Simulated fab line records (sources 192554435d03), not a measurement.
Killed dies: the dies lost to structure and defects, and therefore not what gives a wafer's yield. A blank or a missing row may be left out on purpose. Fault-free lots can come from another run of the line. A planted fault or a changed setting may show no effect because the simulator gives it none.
Split-lot experiment | flow n5-finfet | on a route of 1938 steps: 7 lots, 21 wafers read

== SPLIT DETAILS ==
At N5_BEOL_M7_EXPOSE_25 (exposes mask V6, target cd 40 nm), the setting dose-mj was moved away from the recipe's 42.5 on 11 of the 21 wafers read, by -5.3% to +7.0%. For the rest of the wafers, this setting stayed at what the recipe calls for.

== FROM THE SPLIT TO THE READING: what the file shows between them, 2 steps ==
- N5_BEOL_M7_PEB_26: peb time 60 s
- N5_BEOL_M7_DEVELOP_27: develop time 30 s

== THE READING ==
cd-nm (nm) at N5_BEOL_M7_CD_MEAS_28, where the cd target is 40 nm. Typical for fault-free wafers on this fab line: 39.94 nm, with standard deviation 0.26 nm.

wafer  | tool, chamber at the split | dose-mj as run | against the recipe | cd-nm, nm | against lot-mates on the recipe
L078.2 | euv-scanner-02, 0          | 42.5           | recipe             | 39.53     | -
L078.3 | euv-scanner-02, 0          | 40.26          | -5.3%              | 38.74     | -0.79
L078.5 | euv-scanner-02, 0          | 40.26          | -5.3%              | 39.13     | -0.40
L077.1 | euv-scanner-02, 0          | 42.5           | recipe             | 39.60     | -
L077.3 | euv-scanner-02, 0          | 41.09          | -3.3%              | 38.86     | -0.74
L077.5 | euv-scanner-02, 0          | 41.09          | -3.3%              | 39.22     | -0.38
L085.2 | euv-scanner-01, 0          | 42.5           | recipe             | 40.20     | -
L085.4 | euv-scanner-01, 0          | 42.5           | recipe             | 40.17     | -
L085.5 | euv-scanner-01, 0          | 42.5           | recipe             | 40.17     | -
L086.1 | euv-scanner-02, 0          | 40.51          | -4.7%              | 38.66     | no lot-mate on the recipe
L086.3 | euv-scanner-02, 0          | 40.51          | -4.7%              | 39.34     | no lot-mate on the recipe
L086.4 | euv-scanner-02, 0          | 40.51          | -4.7%              | 38.77     | no lot-mate on the recipe
L089.2 | euv-scanner-02, 0          | 42.5           | recipe             | 40.30     | -
L089.3 | euv-scanner-02, 0          | 42.5           | recipe             | 40.00     | -
L089.5 | euv-scanner-02, 0          | 42.5           | recipe             | 40.13     | -
L091.2 | euv-scanner-01, 0          | 45.47          | +7.0%              | 41.19     | +1.44
L091.4 | euv-scanner-01, 0          | 45.47          | +7.0%              | 41.36     | +1.61
L091.5 | euv-scanner-01, 0          | 42.5           | recipe             | 39.75     | -
L095.1 | euv-scanner-02, 0          | 44.84          | +5.5%              | 41.13     | +1.74
L095.3 | euv-scanner-02, 0          | 42.5           | recipe             | 39.39     | -
L095.6 | euv-scanner-02, 0          | 44.84          | +5.5%              | 41.33     | +1.94

FIT RESULTS
A straight line over all 21 wafers: cd-nm changes by +0.211 nm for each +1% of dose-mj; r = +0.95; the points scatter about the line by 0.29 nm.
The same after taking each lot's own level away (the mean of its wafers on the recipe; 18 wafers): +0.214 nm for each +1%; r = +0.94; scatter 0.28 nm.
Per that fit: largest dose-mj move, reading shift of 1.5 nm.
The span of the lots' own levels, 39.390 to 40.180 nm, comes to 3.0 times the standard deviation stated above.
The two slopes are in agreement: the lot-to-lot level therefore moves the slope only a little.
Check: +1.71 nm against its lot-mates is what the line predicts for one of the wafers moved furthest among these (+7.0%) when that wafer is left out of the fit. Against them it came out at +1.44 nm.

== FURTHER SPLITS ON THESE WAFERS ==
These wafers also went through other splits before the reading. Each is held against what the fit with the lots' levels taken away leaves over:
other split on the same wafers | wafers away from the commonest value | r with cd-nm (lot level and that fit taken away)
N5_BEOL_M5_ETCH_41 source-w    | 5                                    | -0.16
N5_BEOL_M6_PECVD_70 temp-c     | 7                                    | -0.07
N5_BEOL_M6_COAT_59 spin-rpm    | 7                                    | +0.47

== THE WHOLE CHAIN: every reading that the file lists as answering this split, in the file's order ==
step                  | what it does                                         | reading                                                        | change (the file's fit)               | r (the file's)
N5_BEOL_M7_CD_MEAS_28 | target cd 40 nm                                      | cd-nm                                                          | +0.219 nm for each +1% of the setting | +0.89
N5_BEOL_M7_DESCUM_33  | chemistry O2, time 7 s                               | BEOL_M7.cd-nm (the simulator's own value, which no gauge read) | +0.231 nm for each +1% of the setting | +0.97
N5_BEOL_M7_ETCH_65    | etches SiARC in CF4, target depth 15.6 nm, time 26 s | BEOL_M7.cd-nm (the simulator's own value, which no gauge read) | +0.21 nm for each +1% of the setting  | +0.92

== THE FILE'S OWN FIT ==
cd-nm changes by +0.219 nm for each +1% of dose-mj, r = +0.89.
